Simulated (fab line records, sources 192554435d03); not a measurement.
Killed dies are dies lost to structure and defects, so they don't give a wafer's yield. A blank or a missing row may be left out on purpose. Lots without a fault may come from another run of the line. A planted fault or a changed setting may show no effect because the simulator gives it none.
fab line records | flow n5_finfet
record lots=10 wafers=29 last_day=17
route steps=1938 shown BEOL_M4@1111 BEOL_M8@1376 PASSIVATION@1936
lots that met no fault: from a run of the same line without faults
start_h: hours from the record's first day to the start of the lot's first wafer shown | wait_h: hours since the lot's step before | " the same as in the row above | L1.1+2: a row that stands for several wafers | - no value, or no start given | * or withheld: withheld | < > ~ a bound
route shown NAME@n: a module of which the file shows steps, and the number in the route of the first | usual: mean/standard deviation of fault-free wafers | same: alike in all rows | chamber/n: place in a boat | sites: the reading at each site | _std_site: their standard deviation | _edge_site: outer sites' mean less inner sites' | radius_mm: how far each site lies from the wafer's centre | mask NAME#n: copy n | behind: the tool/chamber that last shaped the wafer | hold: why the lot was held/for how many hours/how that ended | device: the transistor (n, p or np) that didn't switch | end of line: the same wafers' tests at the end of the route | a step without rows: its recipe alone | killed: dies lost to structure and defects at the first sort, not the wafer's yield | map: a wafer's dies, x killed, . not, _ none there
set.NAME: the setting as run; set.NAME@STEP: as run at that earlier step | model.NAME: the simulator's own value behind a step, which no gauge read
steps of the route over a sample of lots; a table a step, a row a wafer
services: from which hour (start_h, from the record's first day; less than 0 if before it) a tool's chamber was out of use, for how many hours, and why
## steps
# step N5_BEOL_M4_RC_MEAS_101
# usual DIBL_N=36.2/2 DIBL_P=36.1/2.4 IOFF_N=0.16/0.035 IOFF_P=0.22/0.041 ION_N=675/14 ION_P=465/8.6 SS_N=71.5/0.64 SS_P=73.2/0.76 VT_N=250/3.9 VT_P=-249/3.4
# columns lot.wafer tool chamber start_h wait_h DIBL_N[mV/V] DIBL_P[mV/V] IOFF_N[nA/um] IOFF_P[nA/um] ION_N[uA/um] ION_P[uA/um] SS_N[mV/dec] SS_P[mV/dec] VT_N[mV] VT_P[mV]
L462.1 prober-01 0 177.80 0.0 36.6 36.9 0.16 0.21 677 460 71.8 72.8 248 -249
L462.4 " 0 " " 35.3 34.8 0.14 0.18 687 471 70.9 72.4 249 -251
L462.6 " 0 " " 35.0 34.3 0.13 0.19 670 463 71.4 72.1 249 -249
L461.2 prober-01 0 191.76 0.2 34.7 37.9 0.14 0.24 670 471 70.7 73.3 253 -247
L461.5 " 0 " " 35.5 37.3 0.15 0.23 667 460 71.5 73.1 252 -249
L461.6 " 0 " " 35.6 38.7 0.15 0.26 663 470 71.1 74.4 251 -245
L463.1 prober-02 0 196.07 0.0 36.6 35.9 0.18 0.23 688 476 71.7 73.7 245 -248
L463.4 " 0 " " 35.0 33.7 0.14 0.18 659 447 71.1 72.8 251 -252
L463.5 " 0 " " 37.3 37.3 0.20 0.25 688 469 71.7 74.3 241 -246
L466.2 prober-01 0 206.14 0.2 34.8 34.5 0.13 0.20 665 456 71.7 72.6 248 -251
L466.4 " 0 " " 35.7 36.2 0.16 0.22 680 470 71.5 73.6 248 -246
L466.5 " 0 " " 35.7 36.0 0.16 0.23 675 476 71.6 72.8 249 -249
L468.1 prober-01 0 213.22 0.0 35.8 36.1 0.17 0.22 674 459 72.0 72.8 245 -247
L468.4 " 0 " " 39.0 40.3 0.22 0.29 679 463 72.3 73.5 248 -244
L468.5 " 0 " " 36.4 37.6 0.18 0.25 686 467 70.7 74.2 248 -245
L475.4 prober-02 0 264.66 0.5 37.6 37.2 0.17 0.23 680 462 72.6 73.5 250 -247
L475.6 " 0 " " 33.6 33.2 0.12 0.18 682 476 70.6 71.9 253 -250
L478.2 prober-01 0 272.26 0.2 37.2 38.9 0.16 0.20 670 458 71.8 73.8 249 -255
L478.4 " 0 " " 36.1 38.3 0.16 0.20 680 470 71.5 73.7 249 -251
L478.5 " 0 " " 37.1 38.6 0.17 0.21 685 465 72.0 73.9 251 -250
L479.2 prober-02 0 293.23 0.2 34.1 34.6 0.12 0.19 664 465 71.1 73.1 257 -251
L479.3 " 0 " " 36.5 36.2 0.16 0.19 652 443 72.1 74.3 251 -254
L479.5 " 0 " " 36.6 36.6 0.16 0.20 676 464 71.7 73.3 251 -253
L482.2 prober-01 0 298.72 0.2 36.4 34.9 0.14 0.19 669 456 71.8 72.9 253 -251
L482.3 " 0 " " 37.7 37.5 0.19 0.22 682 464 71.5 74.7 247 -251
L482.5 " 0 " " 38.0 37.4 0.18 0.24 678 461 72.2 74.3 250 -246
L483.1 prober-01 0 314.81 0.0 36.4 36.3 0.15 0.18 654 446 71.6 73.3 257 -255
L483.2 " 0 " " 36.0 36.5 0.14 0.18 671 454 71.5 73.3 254 -254
L483.3 " 0 " " 33.9 33.8 0.12 0.16 669 458 70.8 71.7 254 -256
# step N5_BEOL_M8_STRIP_36
# recipe chemistry=N2/H2 power_w=450 temp_c=40 pressure_mtorr=20 rf_frequency_hz=6e+07 overash_fraction=0.3 bias_power_w=7 h2_frac=0.5 n2_flow_sccm=200 h2_flow_sccm=200
# usual drypump_motor_current_A=5.6/0.39 n2_flow_sccm=200.0/0.64 oes_product_au=0.79/0.093 rf_vpp_V=59.0/1.3 showerhead_plenum_p_Torr=2.52/0.064 throttle_valve_pct=23.42/0.29
# columns lot.wafer tool chamber start_h wait_h drypump_motor_current_A n2_flow_sccm oes_product_au rf_hours_counter_h rf_vpp_V showerhead_plenum_p_Torr throttle_valve_pct
L462.1 rie_diel-03 3 214.37 0.0 5.4 200.6 0.66 244 60.3 2.51 23.99
L462.4 " 2 " " 5.7 199.1 0.89 42 60.4 2.58 23.11
L462.6 " 0 " " 6.4 199.7 0.71 - 58.1 2.51 23.47
L461.2 rie_diel-03 1 233.20 0.0 5.1 200.4 0.86 29 58.7 2.57 23.63
L461.5 " 0 " " 6.4 200.1 0.71 - 58.1 2.50 23.47
L461.6 " 3 " " 5.4 199.9 0.67 - 59.4 2.51 23.99
L463.1 rie_diel-03 1 233.90 0.0 5.1 200.3 0.88 29 59.5 2.57 23.62
L463.4 " 0 " " 6.4 199.8 0.69 203 58.2 2.50 23.43
L463.5 " 3 " " 5.4 199.9 0.67 - 57.0 2.51 23.99
L466.2 rie_diel-01 0 243.23 0.0 5.8 200.6 0.69 232 58.9 2.39 23.29
L466.4 " 3 " " 5.3 200.9 0.66 206 59.5 2.61 23.51
L466.5 " 1 " " 5.7 201.2 0.82 - 59.3 2.56 23.04
L468.1 rie_diel-01 2 250.35 0.0 5.9 200.0 0.88 32 59.3 2.50 23.44
L468.4 " 1 " " 5.7 200.2 0.82 84 57.8 2.56 23.03
L468.5 " 2 " " 5.9 200.3 0.88 - 56.9 2.50 23.46
L475.4 rie_diel-03 0 299.00 0.0 6.4 200.6 0.69 231 60.3 2.49 23.48
L475.6 " 0 " " 6.4 200.0 0.68 - 56.6 2.49 23.45
L478.2 rie_diel-03 1 309.09 0.0 5.1 198.7 0.82 57 60.2 2.56 23.66
L478.4 " 0 " " 6.4 199.8 0.69 234 61.0 2.49 23.48
L478.5 " 2 " " 5.7 199.7 0.84 - 57.8 2.57 23.16
L479.2 rie_diel-01 3 326.71 0.0 5.4 201.2 0.65 237 59.7 2.60 23.55
L479.3 " 0 " " 5.8 200.0 0.94 7 61.0 2.70 23.15
L479.5 " 3 " " 5.3 200.2 0.66 - 58.5 2.60 23.55
L482.2 rie_diel-03 2 335.88 0.0 5.7 200.4 0.83 85 58.6 2.57 23.17
L482.3 " 0 " " 6.4 199.6 0.67 243 60.0 2.49 23.48
L482.5 " 0 " " 6.4 199.1 0.68 - 58.0 2.49 23.52
L483.1 rie_diel-03 2 348.53 0.0 5.6 199.5 0.82 89 58.8 2.56 23.16
L483.2 " 0 " " 6.4 199.5 0.68 247 58.1 2.49 23.50
L483.3 " 3 " " 5.4 199.5 0.90 31 58.0 2.50 23.68
# step N5_BEOL_M8_SURFACE_TREAT_79
# recipe gas=Ar time_s=* ion_energy_ev=* ion_current_ma_cm2=0.5 pressure_mtorr=* ar_flow_sccm=30
# usual ar_flow_sccm=30.00/0.092 throttle_valve_pct=*
# columns lot.wafer tool chamber start_h wait_h ar_flow_sccm throttle_valve_pct
L462.1 pvd_sputter-01 - 215.75 0.4 30.03 *
L462.4 " - " " 30.06 *
L462.6 " - " " 29.98 *
L461.2 pvd_sputter-02 - 235.21 0.2 30.05 *
L461.5 " - " " 29.83 *
L461.6 " - " " 29.89 *
L463.1 pvd_sputter-02 - 235.41 0.2 30.07 *
L463.4 " - " " 30.00 *
L463.5 " - " " 29.93 *
L466.2 pvd_sputter-03 - 244.50 0.2 30.04 *
L466.4 " - " " 30.00 *
L466.5 " - " " 30.02 *
L468.1 pvd_sputter-02 - 251.57 0.2 29.92 *
L468.4 " - " " 30.00 *
L468.5 " - " " 29.92 *
L475.4 pvd_sputter-02 - 300.38 0.2 30.14 *
L475.6 " - " " 30.12 *
L478.2 pvd_sputter-03 - 310.33 0.2 30.00 *
L478.4 " - " " 29.94 *
L478.5 " - " " 29.88 *
L479.2 pvd_sputter-01 - 328.14 0.3 29.96 *
L479.3 " - " " 30.08 *
L479.5 " - " " 29.90 *
L482.2 pvd_sputter-02 - 337.27 0.3 29.83 *
L482.3 " - " " 29.88 *
L482.5 " - " " 29.89 *
L483.1 pvd_sputter-02 - 350.99 0.4 29.96 *
L483.2 " - " " 29.96 *
L483.3 " - " " 30.13 *
# step N5_BEOL_M8_SPUTTER_48
# recipe material=Cu target_thk_a=100 temp_c=-20 bias_v=60 power_w=26000 chamber_pressure_pa=0.13 time_s=1.667
# usual bias_v=60.0/0.59 cathode_dc_power_W=26001/4.4 substrate_temp_c=-20.01/0.1 throttle_valve_pct=30.4/0.85
# columns lot.wafer tool chamber start_h wait_h bias_v cathode_dc_power_W substrate_temp_c throttle_valve_pct
L462.1 pvd_sputter-03 - 216.06 0.1 60.5 25994 -19.99 30.7
L462.4 " - " " 60.6 26004 -19.90 29.6
L462.6 " - " " 59.4 25998 -20.07 29.4
L461.2 pvd_sputter-02 - 235.73 0.2 60.7 26000 -19.97 31.0
L461.5 " - " " 60.0 25998 -19.92 29.4
L461.6 " - " " 59.8 26003 -19.85 32.6
L463.1 pvd_sputter-02 - 235.81 0.2 60.2 26002 -20.07 31.0
L463.4 " - " " 59.7 26007 -20.05 29.5
L463.5 " - " " 60.3 25994 -19.92 29.2
L466.2 pvd_sputter-01 - 244.81 0.1 59.2 26008 -19.84 29.6
L466.4 " - " " 60.6 26001 -20.05 30.4
L466.5 " - " " 59.9 26004 -20.09 30.6
L468.1 pvd_sputter-03 - 251.85 0.2 59.9 25993 -20.07 30.8
L468.4 " - " " 60.5 26000 -19.99 30.8
L468.5 " - " " 61.0 25998 -19.92 30.6
L475.4 pvd_sputter-02 - 300.84 0.2 60.3 25995 -20.03 29.4
L475.6 " - " " 59.8 25997 -19.97 29.2
L478.2 pvd_sputter-03 - 310.57 0.1 - - - -
L478.4 " - " " - - - -
L478.5 " - " " - - - -
L479.2 pvd_sputter-03 - 328.33 0.1 - - - -
L479.3 " - " " - - - -
L479.5 " - " " - - - -
L482.2 pvd_sputter-01 - 337.77 0.2 59.4 26001 -19.85 30.6
L482.3 " - " " 60.3 26005 -20.07 30.7
L482.5 " - " " 60.1 26005 -19.90 29.8
L483.1 pvd_sputter-03 - 351.44 0.1 60.8 26003 -20.20 30.8
L483.2 " - " " 60.1 26000 -19.87 29.6
L483.3 " - " " 59.8 26002 -20.04 30.7
# step N5_BEOL_M8_CMP_52
# recipe stop_on=SiCOH_lowk t_overpolish_s=6.9 down_force_psi=1 platen_rpm=50 clearing_platen_down_force_psi=1.5 clearing_platen_rpm=50 post_cmp_clean=cu_alkaline target_thk_nm=80 clearing_platen_pad_velocity_m_s=0.99484 pad_velocity_m_s=0.99484
# usual motor_current_A=6.3/0.78 time_to_endpoint_s=64/3.9
# columns lot.wafer tool chamber start_h wait_h motor_current_A time_to_endpoint_s
L462.1 cmp-03 3 216.57 0.3 7.3 59
L462.4 " 2 " " 5.4 63
L462.6 " 0 " " 6.2 61
L461.2 cmp-02 3 236.35 0.3 5.6 58
L461.5 " 0 " " 7.4 59
L461.6 " 1 " " 6.8 66
L463.4 cmp-03 3 236.47 0.2 8.0 54
L463.1 " 0 " " 6.3 60
L463.5 " 3 " " 7.9 59
L466.2 cmp-02 2 246.02 0.2 6.8 62
L466.4 " 1 " " 6.5 69
L466.5 " 3 " " 5.9 60
L468.1 cmp-02 0 252.40 0.3 7.3 63
L468.4 " 2 " " 6.8 59
L468.5 " 0 " " 7.0 62
L475.4 cmp-04 3 301.46 0.2 6.8 64
L475.6 " 0 " " 5.6 68
L478.2 cmp-04 1 311.62 0.2 6.0 1
L478.4 " 3 " " 6.5 0
L478.5 " 1 " " 5.7 1
L479.2 cmp-03 1 330.31 0.2 5.1 1
L479.3 " 2 " " 5.8 0
L479.5 " 1 " " 5.3 3
L482.3 cmp-02 2 339.00 0.2 6.7 57
L482.2 " 3 " " 5.6 62
L482.5 " 2 " " 6.5 61
L483.1 cmp-03 2 352.86 0.3 5.5 64
L483.3 " 3 " " 8.1 61
L483.2 " 0 " " 6.1 62
# step N5_PASSIVATION_PROBE_49
# usual defect_limited_yield=91.1/1.4 killed_at_M0_to_M3=36/9.9 killed_at_M4_up=13/5.8 killed_at_contacts=14/5.9 killed_at_front_end=39/11 killed_at_other=3.4/2.9 killed_dies=105/17 killed_on_rim=15/3.9 killed_open=70/13 killed_short=34/7.3 sort_bin_5_function=5.3/1 sort_bin_6_memory=3.3/0.62 sort_n_pass=1075/17 sort_yield_pct=91.1/1.4
# same gross_dies=1180 killed_at_back_side=0 sort_bin_4_leakage[%]=0 sort_bin_8_speed[%]=0
# columns lot.wafer tool chamber start_h wait_h defect_limited_yield[%] killed_at_M0_to_M3 killed_at_M4_up killed_at_contacts killed_at_front_end killed_at_other killed_dies killed_on_rim killed_open killed_short sort_bin_5_function[%] sort_bin_6_memory[%] sort_n_pass sort_yield_pct[%]
L475.4 prober-01 - 363.33 0.2 90.6 45 6 10 49 1 111 14 60 48 5.6 3.5 1069 90.6
L475.6 prober-01 - 363.43 0.3 92.6 39 9 13 26 0 87 8 60 26 4.0 3.1 1093 92.6
L478.2 prober-01 - 390.70 0.1 0 43 1054 17 63 3 1180 152 86 53 95.2 4.6 0 0
L478.4 prober-01 - 390.80 0.2 0 28 1058 19 72 3 1180 152 85 46 96.8 2.8 0 0
L478.5 prober-01 - 390.85 0.2 0 38 1073 8 60 1 1180 152 68 43 95.0 4.6 0 0
L479.2 prober-01 - 399.43 0.1 0 42 1075 9 52 2 1180 152 75 42 96.1 3.6 0 0
L479.3 prober-01 - 399.48 0.1 0 44 1073 11 52 0 1180 152 85 39 95.6 4.1 0 0
L479.5 prober-01 - 399.58 0.2 0 45 1062 14 54 5 1180 152 104 45 95.7 3.8 0 0
# killed by level:class
L475.4 BEOL_M0_SAQP:geometric_particle:short=13 FIN_SAQP:geometric_particle:short=11 STI_FIN_REVEAL:geometric_particle:open=10 BEOL_M0_SAQP:geometric_particle:open=8 BEOL_M2:geometric_particle:open=8 FIN_SAQP:geometric_particle:open=7 MOL_CONTACT_COAG:geometric_particle:open=7 STI_FIN_REVEAL:geometric_particle:short=6
L475.6 BEOL_M1:geometric_particle:open=13 BEOL_M0_SAQP:geometric_particle:open=9 MOL_CONTACT_COAG:geometric_particle:open=9 GATE_CUT:geometric_particle:short=7 BEOL_M2:geometric_particle:open=6 DUMMY_GATE:geometric_particle:open=5 FIN_SAQP:geometric_particle:short=4 STI_FIN_REVEAL:geometric_particle:open=4
L478.2 BEOL_M8:area_ecd=532 BEOL_M8:area_sputter=508 FIN_SAQP:geometric_particle:short=14 MOL_CONTACT_COAG:geometric_particle:open=14 BEOL_M0_SAQP:geometric_particle:short=11 BEOL_M0_SAQP:geometric_particle:open=11 GATE_CUT:geometric_particle:short=9 FIN_SAQP:geometric_particle:open=8
L478.4 BEOL_M8:area_ecd=556 BEOL_M8:area_sputter=493 MOL_CONTACT_COAG:geometric_particle:open=17 FIN_SAQP:geometric_particle:short=16 STI_FIN_REVEAL:geometric_particle:open=15 FIN_SAQP:geometric_particle:open=12 DUMMY_GATE:geometric_particle:open=7 BEOL_M0_SAQP:geometric_particle:open=7
L478.5 BEOL_M8:area_ecd=551 BEOL_M8:area_sputter=514 FIN_SAQP:geometric_particle:short=20 STI_FIN_REVEAL:geometric_particle:open=11 BEOL_M0_SAQP:geometric_particle:open=10 BEOL_M1:geometric_particle:open=8 MOL_CONTACT_COAG:geometric_particle:open=7 GATE_CUT:geometric_particle:short=6
L479.2 BEOL_M8:area_sputter=537 BEOL_M8:area_ecd=523 FIN_SAQP:geometric_particle:short=16 FIN_SAQP:geometric_particle:open=11 BEOL_M3:geometric_particle:open=10 STI_FIN_REVEAL:geometric_particle:open=9 BEOL_M2:geometric_particle:open=8 BEOL_M0_SAQP:geometric_particle:open=8
L479.3 BEOL_M8:area_ecd=542 BEOL_M8:area_sputter=510 FIN_SAQP:geometric_particle:open=14 BEOL_M2:geometric_particle:open=12 BEOL_M3:geometric_particle:open=11 BEOL_M4:geometric_particle:open=11 STI_FIN_REVEAL:geometric_particle:open=8 MOL_CONTACT_COAG:geometric_particle:open=7
L479.5 BEOL_M8:area_ecd=524 BEOL_M8:area_sputter=503 BEOL_M4:geometric_particle:open=22 BEOL_M2:geometric_particle:open=15 FIN_SAQP:geometric_particle:open=14 BEOL_M3:geometric_particle:open=11 FIN_SAQP:geometric_particle:short=9 MOL_CONTACT_COAG:geometric_particle:open=9
## services
# columns tool chamber start_h hours kind
cmp-04 - 191.40 0.7 repair
rie_diel-01 1 202.82 3.8 repair
cmp-04 - 220.54 7.4 pm
rie_diel-03 3 234.65 - clean
rie_diel-03 3 234.65 - consumable_replace:focus_ring
rie_diel-03 3 234.65 20.9 scheduled_down
rie_diel-03 3 234.65 20.9 vent_cycle
rie_diel-01 - 236.60 0.2 repair
cmp-02 - 243.74 0.9 repair
cmp-03 - 250.05 1.6 repair
cmp-02 - 260.57 4.2 pm
cmp-04 - 280.31 0.6 repair
cmp-02 - 281.29 4.0 pm
cmp-02 - 285.29 - consumable_replace:conditioner
cmp-02 - 285.29 - consumable_replace:pad
rie_diel-01 0 293.81 - clean
cmp-03 - 293.91 4.0 pm
cmp-03 - 297.91 - consumable_replace:conditioner
cmp-03 - 297.91 - consumable_replace:pad
cmp-04 - 312.68 0.7 repair
cmp-03 - 314.87 4.0 pm
cmp-04 - 342.31 2.2 repair
cmp-04 - 344.71 2.0 repair
cmp-02 - 349.15 2.3 repair
## key
first_sign step=N5_BEOL_M8_SPUTTER_48 reading=tool_record direction=missing
effect step=N5_BEOL_M8_CMP_52 reading=time_to_endpoint_s direction=down sigmas=16 usual=* struck=*
effect step=N5_PASSIVATION_PROBE_49 reading=killed_at_M4_up direction=up sigmas=99+ usual=13 struck=1066
more_kills_born_at N5_BEOL_M8_SPUTTER_48@pvd_sputter-03=3065 N5_BEOL_M8_ECD_50@ecd_cu-02=1639 N5_BEOL_M8_ECD_50@ecd_cu-01=1589
met_at N5_BEOL_M8_SPUTTER_48
struck_lots L478,L479
later_rows_left_out L478.2,L478.4,L478.5,L479.2,L479.3,L479.5
not_acting_at N5_BEOL_M8_STRIP_36,N5_BEOL_M8_SURFACE_TREAT_79
onset_between 251.85 310.57
fault kind=skipped_step_whole tool=pvd_sputter-03 chamber=- onset_h=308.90 steps=N5_BEOL_M8_SPUTTER_48 scope=struck_lots_only
# later_rows_left_out: the simulator's readings of these wafers behind a module that went badly wrong aren't trusted and aren't shown, but for the sort
